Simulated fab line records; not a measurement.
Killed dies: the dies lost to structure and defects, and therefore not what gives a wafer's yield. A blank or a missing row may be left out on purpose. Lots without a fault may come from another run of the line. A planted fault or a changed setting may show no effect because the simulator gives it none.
Chamber matching / flow n5-finfet / 4 sister chambers for N5_FIN_CUT_STRIP_22 on rie-diel-06
The step strips in N2/H2. 4 wafers are shown with their chamber, then 9 later ones without.

WAFERS PAIRED WITH THEIR CHAMBERS
wafer=L082.5; chamber=1; showerhead-plenum-p-Torr (Torr)=3.13
wafer=L083.6; chamber=3; showerhead-plenum-p-Torr (Torr)=3.17
wafer=L084.1; chamber=0; showerhead-plenum-p-Torr (Torr)=3.54
wafer=L084.5; chamber=2; showerhead-plenum-p-Torr (Torr)=3.24

WAFERS WHOSE CHAMBER IS MISSING
wafer=L089.1; showerhead-plenum-p-Torr (Torr)=3.12
wafer=L089.2; showerhead-plenum-p-Torr (Torr)=3.23
wafer=L089.4; showerhead-plenum-p-Torr (Torr)=3.16
wafer=L092.1; showerhead-plenum-p-Torr (Torr)=3.54
wafer=L092.2; showerhead-plenum-p-Torr (Torr)=3.12
wafer=L092.3; showerhead-plenum-p-Torr (Torr)=3.16
wafer=L097.1; showerhead-plenum-p-Torr (Torr)=3.23
wafer=L097.4; showerhead-plenum-p-Torr (Torr)=3.11
wafer=L097.6; showerhead-plenum-p-Torr (Torr)=3.23

EACH ONE'S CHAMBER
wafer=L089.1; from the rows above=1; in truth=1
wafer=L089.2; from the rows above=2; in truth=2
wafer=L089.4; from the rows above=can't be placed: 3 or 1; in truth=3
wafer=L092.1; from the rows above=0; in truth=0
wafer=L092.2; from the rows above=1; in truth=1
wafer=L092.3; from the rows above=can't be placed: 3 or 1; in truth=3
wafer=L097.1; from the rows above=2; in truth=2
wafer=L097.4; from the rows above=1; in truth=1
wafer=L097.6; from the rows above=2; in truth=2
Correctly placed: 7 of 9. These rows do not allow placing 2 (true chamber among the candidates in 2). Wrongly placed: 0.
How it was worked out, from the rows above alone: a wafer's distance from a chamber is the root of the sum, over the readings, of the square of ((its reading less the chamber's mean) divided by the reading's scatter). The wafer belongs to the nearest chamber; if the next one is less than 2 further off, it can't be placed. A chamber's mean is the mean of its shown wafers. The scatter: with one shown wafer a chamber, the root of the mean of the squares of how far each hidden wafer lies from its nearest shown one.
